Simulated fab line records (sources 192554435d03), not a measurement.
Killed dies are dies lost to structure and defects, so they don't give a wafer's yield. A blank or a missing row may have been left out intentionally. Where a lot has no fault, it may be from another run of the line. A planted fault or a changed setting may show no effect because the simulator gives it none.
Matching of chambers || flow n5-finfet || N5_HKMG_FIN_NWFM_ALD_20 on ald-metal-04 has 4 sister chambers
The step deposits TiAlC, target thk 2 nm, pulse time 3 s, purge time 2 s. 14 wafers are shown with their chamber, then 7 later ones without.

== WAFERS WITH THEIR CHAMBER ==
{"wafer": "L075.1", "chamber": 2, "heater-power-w (W)": 547, "precursor-pulse-height-rel": 1.023}
{"wafer": "L075.3", "chamber": 1, "heater-power-w (W)": 513, "precursor-pulse-height-rel": 0.986}
{"wafer": "L075.5", "chamber": 3, "heater-power-w (W)": 498, "precursor-pulse-height-rel": 0.988}
{"wafer": "L077.2", "chamber": 1, "heater-power-w (W)": 526, "precursor-pulse-height-rel": 1.035}
{"wafer": "L077.3", "chamber": 3, "heater-power-w (W)": 508, "precursor-pulse-height-rel": 0.967}
{"wafer": "L077.4", "chamber": 3, "heater-power-w (W)": 519, "precursor-pulse-height-rel": 1.002}
{"wafer": "L087.1", "chamber": 1, "heater-power-w (W)": 526, "precursor-pulse-height-rel": 0.986}
{"wafer": "L087.3", "chamber": 2, "heater-power-w (W)": 538, "precursor-pulse-height-rel": 0.996}
{"wafer": "L087.5", "chamber": 3, "heater-power-w (W)": 506, "precursor-pulse-height-rel": 0.998}
{"wafer": "L088.2", "chamber": 1, "heater-power-w (W)": 518, "precursor-pulse-height-rel": 0.982}
{"wafer": "L088.3", "chamber": 2, "heater-power-w (W)": 557, "precursor-pulse-height-rel": 1.016}
{"wafer": "L088.6", "chamber": 2, "heater-power-w (W)": 560, "precursor-pulse-height-rel": 1.012}
{"wafer": "L090.1", "chamber": 3, "heater-power-w (W)": 503, "precursor-pulse-height-rel": 0.986}
{"wafer": "L090.4", "chamber": 0, "heater-power-w (W)": 459, "precursor-pulse-height-rel": 0.973}

SIGNATURES (means of the wafers above)
{"reading": "heater-power-w", "chamber 0": 459.00, "chamber 1": 520.75, "chamber 2": 550.50, "chamber 3": 506.80, "scatter within a chamber": 8.16}
{"reading": "precursor-pulse-height-rel", "chamber 0": 0.97300, "chamber 1": 0.99725, "chamber 2": 1.01175, "chamber 3": 0.98820, "scatter within a chamber": 0.0174}
Rule: a wafer lies at a distance from a chamber equal to the root of the sum of squares, over the readings, of (its reading less the chamber's mean, divided by the reading's scatter). If the next closest chamber is less than 2 further off than the closest, the wafer can't be placed; otherwise it belongs to the closest. The scatter is the square root of a quotient: the sum, over the shown wafers, of each reading's squared deviation from its chamber's mean, divided by wafers minus chambers.

== WAFERS WITHOUT THEIR CHAMBER ==
{"wafer": "L090.6", "heater-power-w (W)": 552, "precursor-pulse-height-rel": 1.006}
{"wafer": "L094.2", "heater-power-w (W)": 452, "precursor-pulse-height-rel": 0.978}
{"wafer": "L094.5", "heater-power-w (W)": 462, "precursor-pulse-height-rel": 1.006}
{"wafer": "L094.6", "heater-power-w (W)": 509, "precursor-pulse-height-rel": 1.003}
{"wafer": "L097.1", "heater-power-w (W)": 555, "precursor-pulse-height-rel": 1.006}
{"wafer": "L097.2", "heater-power-w (W)": 521, "precursor-pulse-height-rel": 1.006}
{"wafer": "L097.5", "heater-power-w (W)": 541, "precursor-pulse-height-rel": 1.009}

== CHAMBER TAKEN BY EACH ==
{"wafer": "L090.6", "from the rows above": 2, "in truth": 2}
{"wafer": "L094.2", "from the rows above": 0, "in truth": 0}
{"wafer": "L094.5", "from the rows above": 0, "in truth": 0}
{"wafer": "L094.6", "from the rows above": "can't be placed: 3 or 1", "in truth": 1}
{"wafer": "L097.1", "from the rows above": 2, "in truth": 2}
{"wafer": "L097.2", "from the rows above": "can't be placed: 1 or 3", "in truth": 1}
{"wafer": "L097.5", "from the rows above": "can't be placed: 2 or 1", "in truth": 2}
Correctly placed: 4 of 7. Cannot be placed on the basis of these rows: 3; the candidates contain the true chamber in 3. Wrongly placed: 0.
